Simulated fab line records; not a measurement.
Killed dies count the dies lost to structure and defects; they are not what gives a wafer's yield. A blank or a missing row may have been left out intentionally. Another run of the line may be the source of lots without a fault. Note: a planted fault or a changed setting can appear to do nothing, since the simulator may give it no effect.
fab line records	flow n5Finfet
[record] lots = 10	wafers = 30	lastDay = 17
route steps=1938 shown MOL_CONTACT_COAG@547 BEOL_M4@1111 PASSIVATION@1936
lots with no fault: from the same line, run without faults
startH: hours from the record's opening day to when the first of the lot's shown wafers began	waitH: hours elapsed since this lot's preceding step	" same as the row above	L1.1+2: one row covering several wafers at once	- no value, or no start was given	* or withheld: withheld	< > ~ a bound
route shown NAME@n: a module of which the file shows steps, and the number in the route of the first	usual: mean and standard deviation over wafers with no fault	same: alike in all rows	chamber/n: place in a boat	sites: the reading at each site	_std_site: standard deviation of those values	_edge_site: outer sites' mean less inner sites'	radiusMm: how far each site lies from the wafer's centre	mask NAME#n: copy n	behind: tool/chamber where the wafer was last shaped	hold: reason for holding the lot/hours on hold/outcome of the hold	device: the transistor (n, p or np) that didn't switch	end of line: tests run on the same wafers once the route is complete	for a step that has no rows: nothing shown but its recipe	killed: dies that structure and defects cost at the first sort, which is not the same as the wafer's yield	map: per-die view of a wafer (x killed, . not killed, _ where there is no die)
set.NAME: the setting the step ran with; set.NAME@STEP: the setting that earlier step ran with	model.NAME: the simulator's own value behind a step, which no gauge read
route steps across a sampled set of lots; one table per step, one row per wafer
services: from which hour (startH, from the record's first day; less than 0 if before it) a tool's chamber was out of use, for how many hours, and why
[[steps]]
[step N5_MOL_CONTACT_COAG_SPUTTER_143]
[recipe] material = Co	targetThkA = 25	tempC = 25	chamberPressurePa = 0.2
[usual] throttleValvePct = 29.7/0.99
lot.wafer	tool	chamber	startH	waitH	throttleValvePct
L449.1	pvdSputter-01	-	99.14	0.0	30.3
L449.2	"	-	"	"	28.6
L449.3	"	-	"	"	29.1
L450.3	pvdSputter-03	-	105.12	0.0	29.3
L450.4	"	-	"	"	29.8
L450.6	"	-	"	"	28.0
L454.3	pvdSputter-02	-	123.20	0.0	28.9
L454.4	"	-	"	"	29.7
L454.6	"	-	"	"	30.3
L455.1	pvdSputter-02	-	128.87	0.0	30.1
L455.4	"	-	"	"	29.5
L455.6	"	-	"	"	30.5
L462.1	pvdSputter-02	-	176.42	0.0	28.7
L462.2	"	-	"	"	29.6
L462.6	"	-	"	"	28.6
L464.3	pvdSputter-02	-	184.20	0.0	29.7
L464.4	"	-	"	"	28.9
L464.5	"	-	"	"	30.5
L466.1	pvdSputter-02	-	197.46	0.0	30.2
L466.3	"	-	"	"	30.2
L466.4	"	-	"	"	28.6
L467.2	pvdSputter-03	-	203.83	0.0	31.3
L467.5	"	-	"	"	29.9
L467.6	"	-	"	"	31.2
L469.4	pvdSputter-03	-	213.26	0.0	29.2
L469.5	"	-	"	"	31.1
L469.6	"	-	"	"	29.3
L471.1	pvdSputter-03	-	221.96	0.0	29.7
L471.2	"	-	"	"	29.3
L471.4	"	-	"	"	31.2
[step N5_MOL_CONTACT_COAG_CO_FILL_22]
[recipe] material = Co	targetThkA = 200	tempC = 200	precursor = CCTBA/H2	pressureTorr = 30
[usual] heaterPowerW = 233/31
lot.wafer	tool	chamber	startH	waitH	heaterPowerW
L449.1	cvdCo-02	1	99.26	0.1	228
L449.2	"	2	"	"	213
L449.3	"	0	"	"	250
L450.3	cvdCo-01	0	105.24	0.1	292
L450.4	"	1	"	"	200
L450.6	"	0	"	"	288
L454.3	cvdCo-02	1	123.32	0.1	230
L454.4	"	2	"	"	219
L454.6	"	0	"	"	249
L455.1	cvdCo-02	0	128.99	0.1	252
L455.4	"	0	"	"	258
L455.6	"	2	"	"	217
L462.1	cvdCo-02	1	176.55	0.1	226
L462.2	"	0	"	"	254
L462.6	"	0	"	"	250
L464.3	cvdCo-01	1	184.33	0.1	207
L464.4	"	2	"	"	199
L464.5	"	0	"	"	292
L466.1	cvdCo-01	2	197.58	0.1	192
L466.3	"	0	"	"	296
L466.4	"	0	"	"	301
L467.2	cvdCo-01	0	203.96	0.1	298
L467.5	"	2	"	"	198
L467.6	"	0	"	"	297
L469.4	cvdCo-01	2	213.68	0.4	201
L469.5	"	1	"	"	206
L469.6	"	0	"	"	300
L471.1	cvdCo-01	1	222.08	0.1	205
L471.2	"	0	"	"	294
L471.4	"	0	"	"	291
[step N5_MOL_CONTACT_COAG_THK_MEAS_29]
[recipe] reads = SiNx_of_GATE_CUT_PECVD_57+SiNx_of_GATE_CUT_SAC_CAP_01
[usual] MD_CAP_THK = 17.95/0.086
lot.wafer	tool	chamber	startH	waitH	MD_CAP_THK[nm]
L449.1	filmMetro-02	-	105.92	-	18.01
L449.2	"	-	"	"	18.07
L449.3	"	-	"	"	18.08
L450.3	filmMetro-01	-	110.88	-	17.93
L450.4	"	-	"	"	17.92
L450.6	"	-	"	"	18.01
L454.3	filmMetro-02	-	128.59	-	17.90
L454.4	"	-	"	"	18.05
L454.6	"	-	"	"	17.96
L455.1	filmMetro-02	-	136.48	-	18.12
L455.4	"	-	"	"	18.03
L455.6	"	-	"	"	17.93
L462.1	filmMetro-01	-	181.07	-	17.94
L462.2	"	-	"	"	18.05
L462.6	"	-	"	"	17.94
L464.3	filmMetro-01	-	190.90	-	17.79
L464.4	"	-	"	"	17.86
L464.5	"	-	"	"	17.89
L466.1	filmMetro-02	-	203.64	-	18.00
L466.3	"	-	"	"	17.76
L466.4	"	-	"	"	17.98
L467.2	filmMetro-01	-	210.16	-	17.93
L467.5	"	-	"	"	18.02
L467.6	"	-	"	"	17.98
L469.4	filmMetro-01	-	218.17	-	17.83
L469.5	"	-	"	"	17.81
L469.6	"	-	"	"	17.81
L471.1	filmMetro-02	-	227.03	-	17.96
L471.2	"	-	"	"	17.93
L471.4	"	-	"	"	17.82
[step N5_MOL_CONTACT_COAG_ALD_123]
[recipe] material = SiNx	targetThkA = 50	tempC = 400	aldPrecursorFamily = SiH2I2	aldCoReactant = N2/H2-plasma	pulseTimeS = 1	purgeTimeS = 2	coReactantPurgeTimeS = 2	aldCycles = 100	pressureTorr = 2
[usual] aldCycles = 100/0	heaterPowerW = 852/88	precursorPulseHeightRel = 1.003/0.019
[same] pulseTimeS = 1
lot.wafer	tool	chamber	startH	waitH	aldCycles	heaterPowerW	precursorPulseHeightRel
L449.1	aldSin-02	2	105.96	0.0	100	718	1.003
L449.2	"	0	"	"	100	893	1.022
L449.3	"	3	"	"	100	790	0.989
L450.3	aldSin-02	0	110.92	0.0	100	888	1.029
L450.4	"	3	"	"	100	771	1.017
L450.6	"	2	"	"	100	694	1.009
L454.3	aldSin-03	1	128.62	0.0	100	917	1.045
L454.4	"	2	"	"	100	865	1.015
L454.6	"	0	"	"	100	938	0.992
L455.1	aldSin-02	3	136.52	0.0	100	775	1.018
L455.4	"	2	"	"	100	730	1.030
L455.6	"	2	"	"	132	722	1.027
L462.1	aldSin-01	0	181.10	0.0	100	760	0.971
L462.2	"	3	"	"	100	870	1.007
L462.6	"	2	"	"	100	1054	1.052
L464.3	aldSin-01	3	191.75	0.9	100	871	1.011
L464.4	"	2	"	"	100	1048	1.019
L464.5	"	3	"	"	100	880	0.990
L466.1	aldSin-02	2	203.68	0.0	100	718	1.002
L466.3	"	1	"	"	100	777	1.002
L466.4	"	0	"	"	100	883	1.009
L467.2	aldSin-01	1	210.90	0.7	100	865	1.006
L467.5	"	1	"	"	100	842	0.991
L467.6	"	0	"	"	100	740	1.017
L469.4	aldSin-01	0	218.20	0.0	100	730	1.039
L469.5	"	0	"	"	100	729	0.999
L469.6	"	3	"	"	100	888	1.012
L471.1	aldSin-02	2	227.06	0.0	100	722	0.979
L471.2	"	3	"	"	100	758	1.003
L471.4	"	0	"	"	100	886	0.971
[step N5_BEOL_M4_RC_MEAS_101]
[usual] DIBL_N = 36.9/1.7	DIBL_P = 36.7/2.1	IOFF_N = 0.17/0.032	IOFF_P = 0.22/0.036	ION_N = 674/12	ION_P = 461/7	SS_N = 71.7/0.6	SS_P = 73.4/0.67	VT_N = 249/3.1	VT_P = -250/3.2
lot.wafer	tool	chamber	startH	waitH	DIBL_N[mV/V]	DIBL_P[mV/V]	IOFF_N[nA/um]	IOFF_P[nA/um]	ION_N[uA/um]	ION_P[uA/um]	SS_N[mV/dec]	SS_P[mV/dec]	VT_N[mV]	VT_P[mV]
L449.1	prober-01	0	169.52	0.0	35.5	35.5	0.14	0.18	657	448	71.7	72.8	253	-254
L449.2	"	0	"	"	36.4	36.6	0.15	0.20	674	464	71.3	73.2	254	-251
L449.3	"	0	"	"	35.7	34.9	0.14	0.18	666	456	70.9	73.1	250	-251
L450.3	prober-02	0	192.31	0.3	37.7	37.5	0.18	0.22	674	463	71.6	73.8	250	-249
L450.4	"	0	"	"	36.5	35.6	0.16	0.19	666	456	71.3	73.2	250	-252
L450.6	"	0	"	"	36.5	36.0	0.16	0.19	676	453	71.7	73.5	250	-252
L455.1	prober-01	0	196.96	0.0	38.8	41.7	0.23	0.27	694	468	72.2	74.3	245	-251
L455.4	"	0	"	"	36.9	38.2	0.18	0.21	676	452	71.8	73.9	250	-252
L455.6	"	0	"	"	37.5	38.4	0.19	0.21	683	456	71.6	74.3	248	-254
L454.3	prober-02	0	197.64	0.4	38.0	40.4	0.20	0.27	687	469	72.1	73.6	244	-246
L454.4	"	0	"	"	35.7	36.3	0.16	0.20	670	464	71.7	72.8	248	-251
L454.6	"	0	"	"	37.3	39.3	0.18	0.26	671	463	72.3	73.7	248	-248
L462.1	prober-02	0	249.66	0.0	34.9	35.1	0.13	0.16	673	455	70.6	73.0	251	-256
L462.2	"	0	"	"	35.7	34.9	0.14	0.16	672	454	71.3	73.2	253	-256
L462.6	"	0	"	"	36.9	37.2	0.17	0.19	686	459	71.6	74.1	250	-251
L464.3	prober-01	0	257.39	0.3	37.3	36.8	0.18	0.24	676	465	71.6	73.5	246	-248
L464.4	"	0	"	"	37.9	35.9	0.20	0.23	685	468	71.9	73.4	246	-250
L464.5	"	0	"	"	37.8	35.7	0.18	0.22	681	466	71.8	72.5	247	-250
L466.1	prober-02	0	270.93	0.0	38.5	38.0	0.19	0.24	676	466	71.9	73.7	248	-249
L466.3	"	0	"	"	35.0	34.8	0.13	0.20	654	458	71.2	72.8	252	-252
L466.4	"	0	"	"	32.8	32.0	0.11	0.16	660	455	70.6	72.6	253	-255
L467.2	prober-02	0	279.27	0.2	36.3	35.0	0.17	0.26	681	470	71.5	72.7	247	-245
L467.5	"	0	"	"	34.8	33.8	0.13	0.23	668	469	71.8	72.6	254	-245
L467.6	"	0	"	"	37.2	35.8	0.18	0.26	681	471	71.3	73.8	247	-245
L469.4	prober-01	0	289.45	0.5	35.4	37.3	0.16	0.21	681	464	71.1	73.6	248	-250
L469.5	"	0	"	"	37.0	37.7	0.17	0.22	682	465	70.8	73.7	248	-249
L469.6	"	0	"	"	35.2	37.1	0.15	0.21	682	461	71.0	73.0	250	-249
L471.1	prober-02	0	295.20	0.0	37.5	38.7	0.20	0.28	681	473	72.4	74.4	244	-247
L471.2	"	0	"	"	38.9	40.3	0.23	0.30	696	471	72.0	74.2	245	-243
L471.4	"	0	"	"	35.0	35.1	0.14	0.22	660	468	71.2	73.2	251	-249
[step N5_PASSIVATION_PROBE_49]
[usual] defectLimitedYield = 91.7/1.5	killed_at_M0_to_M3 = 32/9.6	killed_at_M4_up = 13/5.3	killedAtContacts = 12/6.8	killedAtFrontEnd = 36/9.8	killedAtOther = 4/3.1	killedDies = 98/17	killedOpen = 65/13	killedShort = 32/8.5	sort_bin_5_function = 4.9/0.93	sort_bin_6_memory = 3.2/0.67	sort_bin_8_speed = 0.00/0.02	sortNPass = 1082/17
[same] grossDies = 1180	killedAtBackSide = 0	sort_bin_4_leakage[%] = 0
lot.wafer	tool	chamber	startH	waitH	defectLimitedYield[%]	killed_at_M0_to_M3	killed_at_M4_up	killedAtContacts	killedAtFrontEnd	killedAtOther	killedDies	killedOpen	killedShort	sort_bin_5_function[%]	sort_bin_6_memory[%]	sort_bin_8_speed[%]	sortNPass
L454.3	prober-01	-	294.73	0.1	93.6	29	15	16	13	3	76	56	18	3.5	2.8	0	1104
L454.4	prober-01	-	294.78	0.2	92.7	32	10	12	28	4	86	53	32	4.6	2.5	0	1094
L454.6	prober-01	-	294.88	0.3	91.4	36	10	6	44	5	101	78	23	5.0	3.5	0	1079
L455.1	prober-01	-	306.38	0.0	91.1	17	15	13	45	15	105	68	35	5.7	3.0	0	1075
L455.4	prober-01	-	306.53	0.2	90.0	44	11	16	41	6	118	81	37	5.6	3.8	0	1062
L455.6	prober-01	-	306.63	0.3	92.2	20	19	14	35	4	92	57	35	4.2	3.2	0	1088
L462.1	prober-02	-	351.38	0.0	90.2	38	29	14	35	0	116	76	33	6.1	2.9	0	1064
L462.2	prober-02	-	351.43	0.1	92.2	27	21	3	40	1	92	62	28	4.7	2.9	0	1088
L462.6	prober-02	-	351.63	0.3	94.3	24	15	1	22	5	67	48	17	3.6	2.0	0	1113
L464.3	prober-02	-	361.10	1.0	91.4	27	22	6	38	8	101	69	32	5.0	3.4	0	1079
L464.4	prober-02	-	361.15	1.1	91.6	28	12	5	47	7	99	64	35	5.8	2.5	0	1081
L464.5	prober-02	-	361.20	1.1	91.7	27	11	6	50	4	98	62	36	5.3	2.6	0	1082
L466.1	prober-01	-	374.44	0.0	93.9	22	9	3	34	4	72	49	20	3.8	2.2	0	1108
L466.3	prober-01	-	374.54	0.1	92.9	30	20	5	28	1	84	55	27	4.7	2.2	0	1096
L466.4	prober-01	-	374.59	0.2	93.4	18	10	15	33	2	78	49	26	3.7	2.6	0	1102
L471.1	prober-02	-	395.78	0.0	90.9	40	16	12	31	8	107	73	34	5.2	3.6	0	1073
L471.2	prober-02	-	395.83	0.1	89.1	45	15	14	46	9	129	84	45	6.9	3.6	0	1051
L471.4	prober-02	-	395.93	0.2	88.1	40	19	19	52	10	140	85	55	7.3	4.1	0	1040
// killed by level:class
L454.3 MOL_CONTACT_COAG:geometricParticle:open=14 BEOL_M0_SAQP:geometricParticle:short=9 BEOL_M4:geometricParticle:open=7 BEOL_M0_SAQP:geometricParticle:open=6 BEOL_M2:geometricParticle:open=5 BEOL_M1:geometricParticle:open=4 BEOL_M3:geometricParticle:open=4 GATE_CUT:geometricParticle:short=3
L454.4 BEOL_M0_SAQP:geometricParticle:short=9 STI_FIN_REVEAL:geometricParticle:open=8 MOL_CONTACT_COAG:geometricParticle:short=8 BEOL_M2:geometricParticle:open=8 BEOL_M0_SAQP:geometricParticle:open=6 DUMMY_GATE:geometricParticle:open=5 MOL_CONTACT_COAG:geometricParticle:open=4 BEOL_M1:geometricParticle:open=4
L454.6 STI_FIN_REVEAL:geometricParticle:open=20 BEOL_M2:geometricParticle:open=11 BEOL_M0_SAQP:geometricParticle:open=7 FIN_SAQP:geometricParticle:open=5 MOL_CONTACT_COAG:geometricParticle:open=5 BEOL_M0_SAQP:geometricParticle:short=4 BEOL_M1:geometricParticle:open=4 BEOL_M3:geometricParticle:open=4
L455.1 FIN_SAQP:geometricParticle:open=13 FIN_SAQP:geometricParticle:short=9 MOL_CONTACT_COAG:geometricParticle:open=9 STI_FIN_REVEAL:geometricParticle:open=8 BEOL_M3:geometricParticle:open=8 GATE_CUT:geometricParticle:short=4 MOL_CONTACT_COAG:geometricParticle:short=4 BEOL_M0_SAQP:geometricParticle:short=4
L455.4 MOL_CONTACT_COAG:geometricParticle:open=14 BEOL_M0_SAQP:geometricParticle:short=12 BEOL_M0_SAQP:geometricParticle:open=10 STI_FIN_REVEAL:geometricParticle:open=10 DUMMY_GATE:geometricParticle:open=8 BEOL_M3:geometricParticle:open=8 BEOL_M1:geometricParticle:open=6 STARTING-WAFER:geometricParticle:short=6
L455.6 STI_FIN_REVEAL:geometricParticle:open=11 MOL_CONTACT_COAG:geometricParticle:open=11 BEOL_M4:geometricParticle:open=9 FIN_SAQP:geometricParticle:short=8 BEOL_M3:geometricParticle:open=5 FIN_SAQP:geometricParticle:open=4 BEOL_M4:geometricParticle:short=4 DUMMY_GATE:geometricParticle:open=3
L462.1 BEOL_M4:geometricParticle:open=16 MOL_CONTACT_COAG:geometricParticle:open=12 BEOL_M3:geometricParticle:open=10 FIN_SAQP:geometricParticle:open=7 BEOL_M0_SAQP:geometricParticle:short=6 BEOL_M1:geometricParticle:open=5 BEOL_M2:geometricParticle:open=5 HKMG_FIN:areaEtch=5
L462.2 FIN_SAQP:geometricParticle:short=11 BEOL_M3:geometricParticle:open=10 FIN_SAQP:geometricParticle:open=8 DUMMY_GATE:geometricParticle:open=7 BEOL_M0_SAQP:geometricParticle:short=6 BEOL_M7:geometricParticle:open=5 BEOL_M1:geometricParticle:open=5 BEOL_M4:geometricParticle:open=4
L462.6 BEOL_M3:geometricParticle:open=6 BEOL_M0_SAQP:geometricParticle:open=5 FIN_SAQP:geometricParticle:open=4 GATE_CUT:geometricParticle:short=4 BEOL_M0:geometricParticle:open=4 BEOL_M2:geometricParticle:open=4 BEOL_M4:geometricParticle:open=4 FIN_SAQP:geometricParticle:short=3
L464.3 BEOL_M4:geometricParticle:open=11 STI_FIN_REVEAL:geometricParticle:open=10 BEOL_M3:geometricParticle:open=9 BEOL_M2:geometricParticle:open=8 MOL_CONTACT_COAG:geometricParticle:open=6 FIN_SAQP:geometricParticle:short=5 FIN_SAQP:geometricParticle:open=5 BEOL_M0_SAQP:geometricParticle:short=3
L464.4 STI_FIN_REVEAL:geometricParticle:open=8 FIN_SAQP:geometricParticle:short=7 BEOL_M3:geometricParticle:open=7 DUMMY_GATE:geometricParticle:open=6 GATE_CUT:geometricParticle:short=6 BEOL_M0_SAQP:geometricParticle:open=5 BEOL_M5:geometricParticle:open=5 BEOL_M1:geometricParticle:open=4
L464.5 STI_FIN_REVEAL:geometricParticle:open=10 FIN_SAQP:geometricParticle:short=9 FIN_SAQP:geometricParticle:open=7 MOL_CONTACT_COAG:geometricParticle:open=5 BEOL_M0_SAQP:geometricParticle:short=5 BEOL_M0_SAQP:geometricParticle:open=5 SPACER0:geometricParticle:open=4 BEOL_M2:geometricParticle:open=4
L466.1 FIN_SAQP:geometricParticle:open=6 BEOL_M3:geometricParticle:open=6 STI_FIN_REVEAL:geometricParticle:open=6 GATE_CUT:geometricParticle:short=5 BEOL_M1:geometricParticle:open=5 BEOL_M4:geometricParticle:open=5 BEOL_M3:geometricParticle:short=4 STARTING-WAFER:geometricParticle:open=4
L466.3 STI_FIN_REVEAL:geometricParticle:open=10 BEOL_M4:geometricParticle:open=9 BEOL_M0:geometricParticle:short=8 BEOL_M1:geometricParticle:open=6 BEOL_M5:geometricParticle:open=6 MOL_CONTACT_COAG:geometricParticle:open=5 FIN_SAQP:geometricParticle:short=5 BEOL_M0_SAQP:geometricParticle:open=4
L466.4 FIN_SAQP:geometricParticle:short=11 MOL_CONTACT_COAG:geometricParticle:open=11 STI_FIN_REVEAL:geometricParticle:open=7 BEOL_M1:geometricParticle:open=7 ILD0:geometricParticle:open=4 MOL_CONTACT_COAG:geometricParticle:short=4 BEOL_M0_SAQP:geometricParticle:short=3 BEOL_M3:geometricParticle:open=3
L471.1 BEOL_M0_SAQP:geometricParticle:short=12 MOL_CONTACT_COAG:geometricParticle:open=11 BEOL_M0_SAQP:geometricParticle:open=10 FIN_SAQP:geometricParticle:open=7 BEOL_M3:geometricParticle:open=5 BEOL_M4:geometricParticle:open=5 STI_FIN_REVEAL:geometricParticle:open=4 STARTING-WAFER:geometricParticle:open=4
L471.2 MOL_CONTACT_COAG:geometricParticle:open=13 FIN_SAQP:geometricParticle:short=12 BEOL_M0_SAQP:geometricParticle:open=11 BEOL_M3:geometricParticle:open=10 FIN_SAQP:geometricParticle:open=8 BEOL_M0_SAQP:geometricParticle:short=8 BEOL_M1:geometricParticle:open=5 BEOL_M2:geometricParticle:open=5
L471.4 FIN_SAQP:geometricParticle:open=16 MOL_CONTACT_COAG:geometricParticle:open=16 FIN_SAQP:geometricParticle:short=14 BEOL_M0_SAQP:geometricParticle:short=11 BEOL_M3:geometricParticle:open=10 BEOL_M0_SAQP:geometricParticle:open=9 BEOL_M4:geometricParticle:open=6 BEOL_M4:geometricParticle:short=5
[[services]]
tool	chamber	startH	hours	kind
cvdCo-02	-	82.58	3.0	repair
aldSin-02	-	86.82	14.0	pm
aldSin-02	0	86.82	14.0	ventCycle
aldSin-02	1	86.82	14.0	ventCycle
aldSin-02	2	86.82	14.0	ventCycle
aldSin-02	3	86.82	14.0	ventCycle
aldSin-03	-	99.72	6.0	pm
aldSin-02	0	100.82	-	clean
aldSin-02	1	100.82	-	clean
aldSin-02	2	100.82	-	clean
aldSin-02	3	100.82	-	clean
aldSin-01	-	100.97	0.3	repair
cvdCo-01	2	105.93	7.8	repair
cvdCo-01	1	114.71	-	clean
cvdCo-01	1	114.71	22.0	scheduledDown
cvdCo-01	1	114.71	22.0	ventCycle
pvdSputter-03	-	124.48	12.1	repair
pvdSputter-01	-	129.67	3.7	repair
pvdSputter-03	-	150.18	7.7	repair
aldSin-01	0	191.01	13.1	repair
[[key]]
[firstSign] step = N5_MOL_CONTACT_COAG_ALD_123	reading = aldCycles	direction = up	sigmas = 99+	usual = *	struck = *
effect none on later readings
metAt N5_MOL_CONTACT_COAG_ALD_123
struckLots L455
struckWafers L455.6
notActingAt N5_MOL_CONTACT_COAG_SPUTTER_143,N5_MOL_CONTACT_COAG_CO_FILL_22,N5_MOL_CONTACT_COAG_THK_MEAS_29
onsetBetween 110.92 136.52
[fault] kind = processParameterDrift	tool = aldSin-02	chamber = -	onsetH = 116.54	steps = N5_MOL_CONTACT_COAG_ALD_123	channel = aldCycles	offset = *	shape = step	endH = 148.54	scope = struckWafersOnly	actsIn = *	stated = *
